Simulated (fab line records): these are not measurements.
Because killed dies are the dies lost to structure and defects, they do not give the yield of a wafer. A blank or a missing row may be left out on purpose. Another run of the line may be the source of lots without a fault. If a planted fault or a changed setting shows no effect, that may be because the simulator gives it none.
Matching of chambers | flow n5-finfet | N5_BEOL_M8_PECVD_70 on pecvd-01 has 3 sister chambers
The step deposits SiO2 from TEOS/O2, target thk 20 nm, time 22.7 s. 6 wafers are shown with their chamber, then 9 later ones without.

== WAFERS, EACH WITH ITS CHAMBER ==
wafer  | chamber | throttle-valve-pct (%) | showerhead-plenum-p-Torr (Torr)
L078.1 | 1       | 23.5                   | 8.77
L081.1 | 0       | 23.7                   | 8.79
L081.6 | 0       | 23.8                   | 8.75
L084.3 | 2       | 21.5                   | 8.70
L084.5 | 2       | 21.6                   | 8.71
L084.6 | 1       | 23.9                   | 8.76

== WAFERS WHOSE CHAMBER IS MISSING ==
wafer  | throttle-valve-pct (%) | showerhead-plenum-p-Torr (Torr)
L085.2 | 21.6                   | 8.70
L085.4 | 21.5                   | 8.69
L085.6 | 23.7                   | 8.79
L088.2 | 21.7                   | 8.69
L088.3 | 23.9                   | 8.76
L088.5 | 23.7                   | 8.79
L096.2 | 23.6                   | 8.77
L096.3 | 21.8                   | 8.70
L096.6 | 23.9                   | 8.75

== CHAMBER TAKEN BY EACH ==
wafer  | from the rows above     | in truth
L085.2 | 2                       | 2
L085.4 | 2                       | 2
L085.6 | can't be placed: 0 or 1 | 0
L088.2 | 2                       | 2
L088.3 | can't be placed: 0 or 1 | 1
L088.5 | can't be placed: 0 or 1 | 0
L096.2 | can't be placed: 1 or 0 | 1
L096.3 | 2                       | 2
L096.6 | can't be placed: 0 or 1 | 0
Correct placement for 4 of the 9. Not placeable from these rows: 5 (in 5, the candidates include the true chamber). Wrongly placed: 0.
How it was worked out, from the rows above alone: a wafer's distance from a chamber is the root of the sum, over the readings, of the square of ((its reading less the chamber's mean) divided by the reading's scatter). If the next closest chamber is less than 2 further off than the closest, the wafer can't be placed; otherwise it belongs to the closest. A chamber's mean is the mean of its shown wafers. The scatter: take each reading less its chamber's mean, square it, sum over the shown wafers, divide by the number of wafers less the number of chambers, and take the root.
